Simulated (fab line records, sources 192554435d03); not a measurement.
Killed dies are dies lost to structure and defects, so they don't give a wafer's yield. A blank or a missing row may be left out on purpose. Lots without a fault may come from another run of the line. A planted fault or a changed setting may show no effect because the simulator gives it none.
Chamber matching | flow n5_finfet | N5_SD_EPI_P_SD_RECESS_17 on rie_si-01: 4 sister chambers
The step chemistry HBr/Cl2/O2, target depth 39.1 nm, bt time 3 s. 16 wafers are shown with their chamber, then 7 later ones without.

WAFERS WITH THEIR CHAMBER
wafer  | chamber | throttle_valve_pct (%) | drypump_motor_current_A (A) | he_backside_leak_sccm (sccm)
L077.2 | 3       | 36.54                  | 5.7                         | 2.5
L077.3 | 1       | 36.95                  | 5.5                         | 2.4
L077.6 | 0       | 37.39                  | 6.2                         | 2.6
L079.3 | 2       | 36.88                  | 5.9                         | 3.0
L079.4 | 3       | 36.55                  | 5.7                         | 2.6
L082.1 | 2       | 36.87                  | 5.9                         | 3.0
L082.2 | 0       | 37.39                  | 6.2                         | 2.4
L082.3 | 3       | 36.57                  | 5.7                         | 2.6
L083.2 | 0       | 37.40                  | 6.2                         | 2.5
L083.3 | 2       | 36.87                  | 5.9                         | 2.9
L083.5 | 1       | 36.94                  | 5.5                         | 2.5
L085.3 | 1       | 36.97                  | 5.4                         | 2.6
L085.4 | 3       | 36.55                  | 5.7                         | 2.6
L085.6 | 1       | 36.96                  | 5.4                         | 2.7
L088.3 | 0       | 37.37                  | 6.2                         | 2.5
L088.4 | 1       | 36.97                  | 5.5                         | 2.5

SIGNATURES (means of the wafers above)
reading                 | chamber 0 | chamber 1 | chamber 2 | chamber 3 | scatter within a chamber
throttle_valve_pct      | 37.3875   | 36.9580   | 36.8733   | 36.5525   | 0.0119
drypump_motor_current_A | 6.200     | 5.460     | 5.900     | 5.700     | 0.0316
he_backside_leak_sccm   | 2.500     | 2.540     | 2.967     | 2.575     | 0.0847
Rule: a wafer's distance from a chamber is the root of the sum, over the readings, of the square of ((its reading less the chamber's mean) divided by the reading's scatter). The wafer belongs to the nearest chamber; if the next one is less than 2 further off, it can't be placed. The scatter: the root of (the sum of the squares of (reading less its chamber's mean) over the shown wafers, divided by (wafers less chambers)).

WAFERS WITHOUT THEIR CHAMBER
wafer  | throttle_valve_pct (%) | drypump_motor_current_A (A) | he_backside_leak_sccm (sccm)
L088.6 | 36.88                  | 5.9                         | 3.0
L093.1 | 37.40                  | 6.2                         | 2.5
L093.2 | 36.87                  | 5.8                         | 2.9
L093.5 | 36.55                  | 5.7                         | 2.7
L094.1 | 37.38                  | 6.2                         | 2.5
L094.2 | 36.98                  | 5.5                         | 2.6
L094.6 | 36.95                  | 5.5                         | 2.6

WHICH CHAMBER EACH WENT THROUGH
wafer  | from the rows above | in truth
L088.6 | 2                   | 2
L093.1 | 0                   | 0
L093.2 | 2                   | 2
L093.5 | 3                   | 3
L094.1 | 0                   | 0
L094.2 | 1                   | 1
L094.6 | 1                   | 1
Placed correctly: 7 of 7. Can't be placed from these rows: 0. Placed wrongly: 0.
